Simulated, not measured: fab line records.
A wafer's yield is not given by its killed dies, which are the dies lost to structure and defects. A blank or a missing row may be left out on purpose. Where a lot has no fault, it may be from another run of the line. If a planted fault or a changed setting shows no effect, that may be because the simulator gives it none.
Chamber matching -- flow n5-finfet -- rie-diel-02 running N5_BEOL_M10_TRENCH_ETCH_37: 4 sister chambers
The step etches SiCOH lowk in C4F6/O2, target depth 148.83 nm, time 48 s. 4 wafers are shown with their chamber, then 7 later ones without.

WAFERS WITH THEIR CHAMBER
wafer,chamber,showerhead-plenum-p-Torr (Torr)
L464.2,0,2.83
L473.6,1,2.73
L475.1,2,3.01
L475.4,3,2.92

WAFERS WHOSE CHAMBER IS MISSING
wafer,showerhead-plenum-p-Torr (Torr)
L475.5,3.01
L478.1,2.91
L478.3,2.72
L478.5,2.72
L479.1,2.72
L479.2,2.91
L479.3,3.00

THE CHAMBER EACH PASSED THROUGH
wafer,from the rows above,in truth
L475.5,2,2
L478.1,3,3
L478.3,1,1
L478.5,1,1
L479.1,1,1
L479.2,3,3
L479.3,2,2
Correct placement for 7 of the 7. Can't be placed from these rows: 0. Wrongly placed: 0.
How it was worked out, from the rows above alone: a wafer's distance from a chamber is the root of the sum, over the readings, of the square of ((its reading less the chamber's mean) divided by the reading's scatter). The wafer belongs to the nearest chamber; if the next one is less than 2 further off, it can't be placed. The mean given for a chamber averages the wafers shown for that chamber. The scatter: root of mean squared gap, hidden wafer to nearest shown wafer, with one shown wafer a chamber.
